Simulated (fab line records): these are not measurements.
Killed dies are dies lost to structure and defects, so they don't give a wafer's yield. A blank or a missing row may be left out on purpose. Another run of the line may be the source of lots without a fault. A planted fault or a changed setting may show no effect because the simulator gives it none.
fab line records	flow n5_finfet
record: lots: 9	wafers: 24	last_day: 19
route steps=1938 shown BEOL_M3@967 BEOL_M4@1111
lots that met no fault: taken from a fault-free run of the same line
start_h: hours from the record's first day to the start of the lot's first wafer shown	wait_h: hours since the lot's step before	" same as the row above	L1.1+2: a row that stands for several wafers	- no value, or no start given	* or withheld: withheld	< > ~ a bound
route shown NAME@n: names a module that has steps shown in the file, with the first one's number in the route	usual: mean and standard deviation over wafers with no fault	same: alike in all rows	chamber/n: place in a boat	sites: readings site by site	_std_site: the values' standard deviation	_edge_site: mean of outer sites minus mean of inner sites	radius_mm: for every site, how far away it sits from the centre of the wafer	mask NAME#n: copy n	behind: the most recent tool/chamber to have shaped the wafer	hold: why the lot was held/for how many hours/how that ended	device: whichever transistor did not switch (one of n, p or np)	end of line: the route-end tests of the same wafers	step lacking rows: just its recipe	killed: at the first sort, the dies lost to defects and structure; wafer yield is something else	map: a wafer's dies, x killed, . not, _ none there
set.NAME: the setting that was run; set.NAME@STEP: the one run at that earlier step	model.NAME: the simulator's own value behind a step, which no gauge read
a sample of lots followed through the steps of the route, with each step as a table and each wafer as a row
services: a tool's chamber out of use, with start hour (start_h, from the record's first day; less than 0 if before it), hours out, and reason
== steps ==
step: N5_BEOL_M3_OVL_MEAS_29
recipe: points_per_wafer: 522
usual: V2_OVL: 0.2/0.7
same: points_per_wafer: 522
lot.wafer	tool	chamber	start_h	wait_h	V2_OVL[nm]
L847.2	overlay-02	0	206.23	0.0	-0.8
L847.4	"	0	"	"	-0.2
L847.6	"	0	"	"	-0.6
L854.3	overlay-01	0	231.39	0.0	-0.3
L854.5	"	0	"	"	0.1
L854.6	"	0	"	"	0.1
L857.3	overlay-02	0	243.41	0.0	-0.8
L857.4	"	0	"	"	-0.2
L857.6	"	0	"	"	0.5
L858.2	overlay-01	0	253.04	0.0	-0.3
L858.3	"	0	"	"	2.2
L858.6	"	0	"	"	0.2
L859.3	overlay-02	0	256.27	0.0	-0.8
L859.4	"	0	"	"	1.5
L859.6	"	0	"	"	1.2
L860.3	overlay-01	0	266.45	0.0	1.3
L860.5	"	0	"	"	0.9
L860.6	"	0	"	"	-0.3
L863.1	overlay-02	0	281.47	0.0	0.0
L863.3	"	0	"	"	-0.6
L869.2	overlay-01	0	307.77	0.0	0.9
L869.6	"	0	"	"	0.6
L868.1	overlay-01	0	311.52	0.0	0.6
L868.6	"	0	"	"	0.7
step: N5_BEOL_M3_VIA_ETCH_34
recipe: chemistry: C4F6/O2	target_depth_a: 694	mask_material: SOC	pressure_mtorr: 15	ion_energy_ev: 250	taper_deg: 4	time_s: 65.9	source_w: 350	bias_w: 170	Ar_flow_sccm: 300	C4F6_flow_sccm: 10	O2_flow_sccm: 10
usual: chamber_pressure_mTorr: 14.999/0.014	drypump_motor_current_A: 5.9/0.56	oes_product_au: 0.78/0.072	rf_vpp_V: 667/6.6	showerhead_plenum_p_Torr: 2.84/0.088	throttle_valve_pct: 30.88/0.24
same: time_s: 65.9
lot.wafer	tool	chamber	start_h	wait_h	chamber_pressure_mTorr	drypump_motor_current_A	oes_product_au	rf_hours_counter_h	rf_vpp_V	showerhead_plenum_p_Torr	throttle_valve_pct
L847.2	rie_diel-01	1	213.05	0.0	15.028	6.3	0.75	150	669	2.83	30.64
L847.4	"	2	"	"	15.020	6.4	0.89	28	674	3.00	31.00
L847.6	"	2	"	"	15.016	6.4	0.90	-	673	3.01	31.02
L854.3	rie_diel-01	0	234.73	0.0	14.973	6.6	0.79	108	667	2.75	31.16
L854.5	"	2	"	"	14.988	6.4	0.89	-	672	3.00	31.01
L854.6	"	1	"	"	15.004	6.3	0.74	-	668	2.83	30.65
L857.3	rie_diel-06	2	245.74	0.0	15.014	6.4	0.76	166	657	2.74	30.99
L857.4	"	3	"	"	15.007	5.2	0.80	-	666	2.87	31.04
L857.6	"	2	"	"	15.000	6.4	0.75	-	659	2.74	30.99
L858.2	rie_diel-01	3	254.30	0.0	15.012	6.0	0.90	27	658	2.78	30.87
L858.3	"	1	"	"	14.987	6.3	0.74	165	668	2.83	30.67
L858.6	"	3	"	"	15.021	6.0	0.91	-	657	2.78	30.85
L860.3	rie_diel-01	1	278.13	0.0	14.983	6.3	0.74	173	668	2.82	30.66
L860.5	"	2	"	"	15.007	6.4	0.87	-	674	3.00	31.02
L860.6	"	3	"	"	14.997	6.0	0.90	-	658	2.77	30.87
L859.3	rie_diel-06	3	286.83	0.0	15.003	5.2	0.79	83	668	2.86	31.05
L859.4	"	2	"	"	15.029	6.4	0.75	-	658	2.73	31.01
L859.6	"	0	"	"	15.035	6.4	0.69	-	671	2.92	31.12
L863.1	rie_diel-01	2	296.37	0.0	14.987	6.4	0.86	51	672	2.99	31.02
L863.3	"	3	"	"	14.981	6.0	0.89	41	660	2.77	30.88
L869.2	rie_diel-01	0	316.44	0.0	15.009	6.6	0.76	134	668	2.74	31.21
L869.6	"	0	"	"	15.015	6.6	0.76	-	667	2.74	31.21
L868.1	rie_diel-01	0	335.40	0.0	15.004	6.6	0.76	139	668	2.74	31.21
L868.6	"	1	"	"	14.994	6.3	0.72	-	668	2.82	30.70
step: N5_BEOL_M3_TRENCH_ETCH_37
recipe: chemistry: C4F6/O2	target_depth_a: 555.55	target: SiOC	time_s: 29.2	ion_energy_ev: 250	pressure_mtorr: 30	source_w: 355	bias_w: 185	Ar_flow_sccm: 300	C4F6_flow_sccm: 10	O2_flow_sccm: 10
usual: chamber_pressure_mTorr: 30.000/0.026	drypump_motor_current_A: 5.9/0.56	oes_product_au: 0.78/0.072	rf_vpp_V: 667/6.6	showerhead_plenum_p_Torr: 2.85/0.087	throttle_valve_pct: 20.99/0.2
same: time_s: 29.2
lot.wafer	tool	chamber	start_h	wait_h	chamber_pressure_mTorr	drypump_motor_current_A	oes_product_au	rf_hours_counter_h	rf_vpp_V	showerhead_plenum_p_Torr	throttle_valve_pct
L847.2	rie_diel-01	1	213.15	-	30.011	6.3	0.75	150	668	2.84	20.81
L847.4	"	2	"	"	29.995	6.4	0.89	28	672	3.01	21.04
L847.6	"	2	"	"	29.967	6.4	0.90	-	672	3.01	21.04
L854.3	rie_diel-01	0	234.83	-	30.025	6.6	0.78	108	668	2.76	21.24
L854.5	"	2	"	"	29.971	6.4	0.88	-	672	3.01	21.05
L854.6	"	1	"	"	30.003	6.3	0.75	-	669	2.84	20.82
L857.3	rie_diel-06	2	245.84	-	30.022	6.4	0.76	166	658	2.74	21.01
L857.4	"	3	"	"	30.012	5.2	0.80	-	668	2.87	21.09
L857.6	"	2	"	"	29.985	6.4	0.75	-	657	2.74	21.01
L858.2	rie_diel-01	3	254.40	-	30.006	6.0	0.90	27	657	2.78	20.93
L858.3	"	1	"	"	30.035	6.3	0.74	165	668	2.83	20.83
L858.6	"	3	"	"	30.071	6.0	0.91	-	658	2.78	20.92
L860.3	rie_diel-01	1	278.23	-	29.962	6.3	0.73	173	668	2.83	20.83
L860.5	"	2	"	"	30.027	6.4	0.85	-	673	3.00	21.07
L860.6	"	3	"	"	30.010	6.0	0.89	-	657	2.78	20.95
L859.3	rie_diel-06	3	286.93	-	30.023	5.2	0.79	83	669	2.86	21.10
L859.4	"	2	"	"	29.960	6.4	0.76	-	658	2.74	21.02
L859.6	"	0	"	"	29.982	6.5	0.69	-	670	2.92	21.25
L863.1	rie_diel-01	2	296.47	-	29.962	6.4	0.76	51	672	3.00	21.07
L863.3	"	3	"	"	29.981	6.0	0.87	41	658	2.78	20.93
L869.2	rie_diel-01	0	316.54	-	30.001	6.6	0.69	134	667	2.74	21.24
L869.6	"	0	"	"	30.002	6.6	0.76	-	666	2.74	21.27
L868.1	rie_diel-01	0	335.50	-	30.004	6.6	0.68	139	666	2.74	21.26
L868.6	"	1	"	"	29.983	6.3	0.72	-	667	2.82	20.85
step: N5_BEOL_M3_ETCH_41
recipe: chemistry: CH3F/O2	target: SiCN	target_depth_a: 299	taper_deg: 2	time_s: 52.5	ion_energy_ev: 120	mask_material: TiN	pressure_mtorr: 30	source_w: 395	bias_w: 75	Ar_flow_sccm: 150	CH3F_flow_sccm: 30	O2_flow_sccm: 20
usual: chamber_pressure_mTorr: 30.003/0.029	drypump_motor_current_A: 5.9/0.56	oes_product_au: 0.78/0.072	rf_vpp_V: 297.4/1.7	showerhead_plenum_p_Torr: 2.00/0.064	throttle_valve_pct: 16.44/0.18
same: time_s: 52.5
lot.wafer	tool	chamber	start_h	wait_h	chamber_pressure_mTorr	drypump_motor_current_A	oes_product_au	rf_hours_counter_h	rf_vpp_V	showerhead_plenum_p_Torr	throttle_valve_pct
L847.2	rie_diel-01	1	-	-	30.019	6.3	0.75	150	297.0	2.00	16.29
L847.4	"	2	"	"	29.984	6.4	0.90	28	299.3	2.12	16.43
L847.6	"	2	"	"	29.991	6.4	0.88	-	300.5	2.12	16.43
L854.3	rie_diel-01	0	-	-	30.022	6.6	0.79	108	295.7	1.93	16.65
L854.5	"	2	"	"	30.048	6.4	0.88	-	300.2	2.12	16.44
L854.6	"	1	"	"	30.033	6.3	0.75	-	297.0	1.99	16.31
L857.3	rie_diel-06	2	-	-	29.989	6.4	0.76	166	294.8	1.92	16.45
L857.4	"	3	"	"	29.963	5.2	0.79	-	298.6	2.02	16.51
L857.6	"	2	"	"	30.002	6.4	0.75	-	294.7	1.92	16.44
L858.2	rie_diel-01	3	-	-	30.028	6.0	0.90	27	295.4	1.95	16.33
L858.3	"	1	"	"	29.994	6.2	0.74	165	297.2	1.99	16.33
L858.6	"	3	"	"	30.044	6.0	0.90	-	295.1	1.95	16.32
L860.3	rie_diel-01	1	-	-	30.035	6.2	0.73	173	295.9	1.99	16.35
L860.5	"	2	"	"	30.006	6.4	0.86	-	300.9	2.11	16.45
L860.6	"	3	"	"	30.004	6.0	0.89	-	297.4	1.95	16.34
L859.3	rie_diel-06	3	-	-	29.997	5.2	0.78	83	296.4	2.02	16.53
L859.4	"	2	"	"	30.043	6.4	0.75	-	295.0	1.92	16.47
L859.6	"	0	"	"	29.994	6.4	0.68	-	298.7	2.06	16.74
L863.1	rie_diel-01	2	-	-	29.968	6.4	0.87	51	299.9	2.11	16.48
L863.3	"	3	"	"	30.062	6.0	0.89	41	297.2	1.95	16.36
L869.2	rie_diel-01	0	-	-	29.988	6.6	0.76	134	294.7	1.92	16.69
L869.6	"	0	"	"	30.006	6.6	0.75	-	296.3	1.92	16.70
L868.1	rie_diel-01	0	-	-	30.008	6.6	0.76	139	295.7	1.92	16.71
L868.6	"	1	"	"	29.985	6.3	0.72	-	297.5	1.98	16.38
step: N5_BEOL_M3_OCD_MEAS_38
usual: trench_depth_nm: 55.5/0.8
lot.wafer	tool	chamber	start_h	wait_h	trench_depth_nm
L847.2	ocd-01	-	213.31	-	55.0
L847.4	"	-	"	"	56.6
L847.6	"	-	"	"	57.5
L854.3	ocd-02	-	234.99	-	55.2
L854.5	"	-	"	"	56.5
L854.6	"	-	"	"	54.9
L857.3	ocd-01	-	246.00	-	55.5
L857.4	"	-	"	"	55.2
L857.6	"	-	"	"	55.5
L858.2	ocd-01	-	254.55	-	56.3
L858.3	"	-	"	"	55.7
L858.6	"	-	"	"	56.3
L860.3	ocd-01	-	278.39	-	55.5
L860.5	"	-	"	"	56.4
L860.6	"	-	"	"	55.4
L859.3	ocd-02	-	287.09	-	56.0
L859.4	"	-	"	"	55.1
L859.6	"	-	"	"	55.0
L863.1	ocd-02	-	296.62	-	47.3
L863.3	"	-	"	"	55.1
L869.2	ocd-01	-	316.69	-	46.2
L869.6	"	-	"	"	56.4
L868.1	ocd-01	-	335.65	-	46.5
L868.6	"	-	"	"	54.9
step: N5_BEOL_M4_RC_MEAS_101
usual: DIBL_N: 36.0/1.3	DIBL_P: 36.2/1.7	IOFF_N: 0.155/0.024	IOFF_P: 0.21/0.034	ION_N: 674/9	ION_P: 463/7.1	SS_N: 71.4/0.5	SS_P: 73.4/0.57	VT_N: 250.0/2.8	VT_P: -251/3.2
lot.wafer	tool	chamber	start_h	wait_h	DIBL_N[mV/V]	DIBL_P[mV/V]	IOFF_N[nA/um]	IOFF_P[nA/um]	ION_N[uA/um]	ION_P[uA/um]	SS_N[mV/dec]	SS_P[mV/dec]	VT_N[mV]	VT_P[mV]
L847.2	prober-01	0	244.66	0.3	35.0	35.0	0.125	0.17	663	455	71.2	73.1	253.3	-254
L847.4	"	0	"	"	37.0	37.2	0.158	0.20	673	454	72.1	73.6	252.0	-251
L847.6	"	0	"	"	36.8	37.1	0.155	0.20	667	458	71.5	73.3	248.5	-251
L854.3	prober-02	0	275.80	0.3	36.0	37.5	0.157	0.21	672	459	71.7	73.4	250.7	-251
L854.5	"	0	"	"	35.0	35.7	0.144	0.18	667	452	71.4	73.0	251.3	-252
L854.6	"	0	"	"	35.2	36.4	0.153	0.19	678	462	70.7	74.2	250.9	-251
L857.3	prober-01	0	289.16	0.3	35.9	37.4	0.173	0.21	678	460	71.4	73.1	248.6	-249
L857.4	"	0	"	"	33.2	34.1	0.126	0.17	670	463	70.8	72.8	253.2	-251
L857.6	"	0	"	"	36.0	37.1	0.177	0.22	688	471	71.2	73.1	248.4	-249
L858.2	prober-01	0	295.89	0.2	32.6	33.0	0.126	0.17	665	462	70.7	72.7	251.9	-253
L858.3	"	0	"	"	34.1	34.6	0.147	0.19	671	461	71.9	73.3	247.8	-251
L858.6	"	0	"	"	34.0	34.4	0.142	0.19	668	451	71.4	73.1	248.8	-250
L860.3	prober-01	0	310.47	0.3	34.8	35.8	0.141	0.19	666	463	72.3	73.6	248.4	-253
L860.5	"	0	"	"	34.8	36.5	0.150	0.21	667	464	72.2	72.3	252.6	-249
L860.6	"	0	"	"	34.4	35.5	0.139	0.19	662	457	71.7	73.4	248.3	-251
L859.3	prober-01	0	315.22	0.3	35.1	35.2	0.152	0.23	678	474	70.9	72.6	250.0	-247
L859.4	"	0	"	"	36.7	37.5	0.187	0.26	689	475	71.5	73.5	246.1	-244
L859.6	"	0	"	"	36.6	37.3	0.185	0.25	678	468	72.2	73.5	245.4	-246
L863.1	prober-01	0	322.20	0.0	35.4	37.6	0.143	0.19	670	459	71.4	73.7	252.1	-254
L863.3	"	0	"	"	34.7	37.2	0.137	0.18	666	456	71.4	73.1	250.1	-253
L869.2	prober-01	0	347.86	0.2	34.8	34.3	0.120	0.19	668	464	71.0	72.4	255.6	-249
L869.6	"	0	"	"	34.3	34.5	0.121	0.19	664	464	70.4	72.5	253.3	-250
L868.1	prober-01	0	358.50	0.0	34.6	34.0	0.126	0.16	657	447	70.6	73.1	257.1	-257
L868.6	"	0	"	"	33.9	33.6	0.121	0.16	655	453	71.5	73.2	253.1	-256
== services ==
tool	chamber	start_h	hours	kind
rie_diel-06	0	198.08	6.2	repair
rie_diel-06	1	221.29	-	clean
rie_diel-06	1	221.29	-	consumable_replace:esc
rie_diel-06	1	221.29	-	consumable_replace:focus_ring
rie_diel-06	1	221.29	25.2	scheduled_down
rie_diel-06	1	221.29	25.2	vent_cycle
rie_diel-01	2	247.05	9.9	repair
rie_diel-06	3	281.08	5.0	repair
rie_diel-06	1	284.55	4.9	repair
rie_diel-06	0	289.47	-	clean
rie_diel-06	0	289.47	-	consumable_replace:focus_ring
rie_diel-06	0	289.47	12.7	scheduled_down
rie_diel-06	0	289.47	12.7	vent_cycle
== key ==
first_sign: step: N5_BEOL_M3_OCD_MEAS_38	reading: trench_depth_nm	direction: down	sigmas: 11	usual: 55.5	struck: 46.7
effect none on later readings
met_at N5_BEOL_M3_TRENCH_ETCH_37
struck_lots L863,L868,L869
struck_wafers L863.1,L868.1,L869.2
not_acting_at N5_BEOL_M3_OVL_MEAS_29,N5_BEOL_M3_VIA_ETCH_34,N5_BEOL_M3_ETCH_41
onset_between 278.23 296.47
fault: kind: process_parameter_drift	tool: rie_diel-01	chamber: -	onset_h: 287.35	steps: N5_BEOL_M3_TRENCH_ETCH_37	channel: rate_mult	offset: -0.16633	shape: step	end_h: 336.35	scope: struck_wafers_only
